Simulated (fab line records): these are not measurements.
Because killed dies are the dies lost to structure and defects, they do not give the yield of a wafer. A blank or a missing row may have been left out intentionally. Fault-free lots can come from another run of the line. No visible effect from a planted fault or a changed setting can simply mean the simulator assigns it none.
Matching of chambers || flow n5 finfet || N5_BEOL_M0_SAQP_MANDREL1_REMOVE_100 on rie si-03: 4 sister chambers
The step chemistry HBr/Cl2/O2, target a-Si, stops on SiNx, bt time 10 s. 4 wafers are shown with their chamber, then 7 later ones without.

## EACH WAFER AND ITS CHAMBER
{"wafer": "L087.6", "chamber": 1, "throttle valve pct (%)": 36.74}
{"wafer": "L089.3", "chamber": 0, "throttle valve pct (%)": 36.62}
{"wafer": "L090.1", "chamber": 2, "throttle valve pct (%)": 37.04}
{"wafer": "L090.2", "chamber": 3, "throttle valve pct (%)": 36.98}

## WAFERS WHOSE CHAMBER IS MISSING
{"wafer": "L090.6", "throttle valve pct (%)": 37.03}
{"wafer": "L094.1", "throttle valve pct (%)": 36.97}
{"wafer": "L094.2", "throttle valve pct (%)": 36.59}
{"wafer": "L094.6", "throttle valve pct (%)": 36.68}
{"wafer": "L095.2", "throttle valve pct (%)": 37.05}
{"wafer": "L095.3", "throttle valve pct (%)": 36.60}
{"wafer": "L095.5", "throttle valve pct (%)": 36.68}

## EACH ONE'S CHAMBER
{"wafer": "L090.6", "from the rows above": "can't be placed: 2 or 3", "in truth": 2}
{"wafer": "L094.1", "from the rows above": "can't be placed: 3 or 2", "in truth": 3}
{"wafer": "L094.2", "from the rows above": 0, "in truth": 0}
{"wafer": "L094.6", "from the rows above": "can't be placed: 0 or 1", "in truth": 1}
{"wafer": "L095.2", "from the rows above": "can't be placed: 2 or 3", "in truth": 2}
{"wafer": "L095.3", "from the rows above": 0, "in truth": 0}
{"wafer": "L095.5", "from the rows above": "can't be placed: 0 or 1", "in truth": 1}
Correctly placed: 2 of 7. Not placeable from these rows: 5 (in 5, the candidates include the true chamber). Number placed wrongly: 0.
How it was worked out, from the rows above alone: a wafer's distance from a chamber is the root of the sum, over the readings, of the square of ((its reading less the chamber's mean) divided by the reading's scatter). If the next closest chamber is less than 2 further off than the closest, the wafer can't be placed; otherwise it belongs to the closest. The mean given for a chamber averages the wafers shown for that chamber. The scatter (one wafer shown for each chamber): square how far every hidden wafer sits from the nearest shown wafer, average those squares and take the square root.
